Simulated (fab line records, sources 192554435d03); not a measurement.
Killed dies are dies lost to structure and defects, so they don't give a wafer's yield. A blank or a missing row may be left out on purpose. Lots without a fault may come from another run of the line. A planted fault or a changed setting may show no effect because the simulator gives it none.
Split-lot experiment | flow n5_finfet | 7 lots, 39 wafers read, on a route of 1938 steps

THE SPLIT
At N5_FIN_SAQP_ETCH_52 (etches SOC in N2/H2, target depth 100 nm, overetch 20 nm, time 150 s), the setting source_w was moved away from the recipe's 840 W on 15 of the 39 wafers read, by -17.8% to +15.5%. The other wafers ran this setting at the recipe's value.

The reading is taken at the split's own step.

THE READING
rf_vpp_V, in V, at N5_FIN_SAQP_ETCH_52 (etches SOC in N2/H2, target depth 100 nm, overetch 20 nm, time 150 s). Fault-free wafers of this fab line usually give 523.7 V, standard deviation 2.7 V.

wafer  | tool, chamber at the split | source_w as run, W | against the recipe | rf_vpp_V, V | against lot-mates on the recipe
L074.1 | rie_diel-04, 3             | 840                | recipe             | 521.5       | -
L074.2 | rie_diel-04, 1             | 897.1              | +6.8%              | 510.3       | -11.6
L074.3 | rie_diel-04, 0             | 840                | recipe             | 524.2       | -
L074.4 | rie_diel-04, 2             | 897.1              | +6.8%              | 515.1       | -6.8
L074.5 | rie_diel-04, 2             | 897.1              | +6.8%              | 515.3       | -6.6
L074.6 | rie_diel-04, 1             | 840                | recipe             | 520.0       | -
L075.1 | rie_diel-04, 3             | 840                | recipe             | 522.6       | -
L075.2 | rie_diel-04, 2             | 840                | recipe             | 525.2       | -
L075.3 | rie_diel-04, 1             | 757.4              | -9.8%              | 538.1       | +14.7
L075.4 | rie_diel-04, 0             | 757.4              | -9.8%              | 541.7       | +18.3
L075.5 | rie_diel-04, 1             | 840                | recipe             | 522.3       | -
L075.6 | rie_diel-04, 0             | 757.4              | -9.8%              | 543.2       | +19.8
L076.1 | rie_diel-01, 0             | 898.1              | +6.9%              | 515.6       | -8.6
L076.2 | rie_diel-01, 2             | 840                | recipe             | 524.1       | -
L076.3 | rie_diel-01, 3             | 898.1              | +6.9%              | 510.7       | -13.5
L076.4 | rie_diel-01, 1             | 840                | recipe             | 526.9       | -
L076.5 | rie_diel-01, 0             | 898.1              | +6.9%              | 513.9       | -10.3
L076.6 | rie_diel-01, 3             | 840                | recipe             | 521.7       | -
L077.1 | rie_diel-04, 0             | 970.2              | +15.5%             | 499.5       | -21.6
L077.2 | rie_diel-04, 1             | 840                | recipe             | 521.3       | -
L077.3 | rie_diel-04, 3             | 840                | recipe             | 521.5       | -
L077.4 | rie_diel-04, 2             | 970.2              | +15.5%             | 500.9       | -20.2
L077.5 | rie_diel-04, 1             | 840                | recipe             | 520.5       | -
L077.6 | rie_diel-04, 2             | 970.2              | +15.5%             | 501.2       | -19.9
L086.1 | rie_diel-01, 3             | 840                | recipe             | 522.2       | -
L086.2 | rie_diel-01, 0             | 690.5              | -17.8%             | 560.8       | +35.2
L086.3 | rie_diel-01, 2             | 690.5              | -17.8%             | 557.5       | +31.9
L086.4 | rie_diel-01, 1             | 840                | recipe             | 527.6       | -
L086.5 | rie_diel-01, 0             | 840                | recipe             | 527.0       | -
L086.6 | rie_diel-01, 1             | 690.5              | -17.8%             | 564.2       | +38.6
L089.1 | rie_diel-01, 1             | 840                | recipe             | 527.6       | -
L089.3 | rie_diel-01, 0             | 840                | recipe             | 527.1       | -
L089.6 | rie_diel-01, 2             | 840                | recipe             | 523.0       | -
L097.1 | rie_diel-05, 2             | 840                | recipe             | 526.2       | -
L097.2 | rie_diel-05, 3             | 840                | recipe             | 518.8       | -
L097.3 | rie_diel-05, 0             | 840                | recipe             | 520.7       | -
L097.4 | rie_diel-05, 1             | 840                | recipe             | 524.0       | -
L097.5 | rie_diel-05, 2             | 840                | recipe             | 527.2       | -
L097.6 | rie_diel-05, 1             | 840                | recipe             | 524.3       | -

THE FIT
A straight line over all 39 wafers: rf_vpp_V changes by -1.78 V for each +1% of source_w; r = -0.98; the points scatter about the line by 3.1 V.
The same after taking each lot's own level away (the mean of its wafers on the recipe; 39 wafers): -1.68 V for each +1%; r = -0.97; scatter 3 V.
On that fit, the largest move of source_w shifts the reading by 30 V.
The lots' own levels span 521.10 to 525.90 V, that is 1.8 times the standard deviation above.
So the lot-to-lot level changes the slope little: the two slopes agree.
Check: with one of the wafers moved furthest among these (-17.8%) left out of the fit, the line predicts +30.2 V for it against its lot-mates. It came out at +35.2 V against them.
Tool readings at the split's step, against how far the setting was moved: rf_vpp_V r = -0.98.

THE FILE'S OWN FIT
rf_vpp_V changes by -1.67 V for each +1% of source_w, r = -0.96.
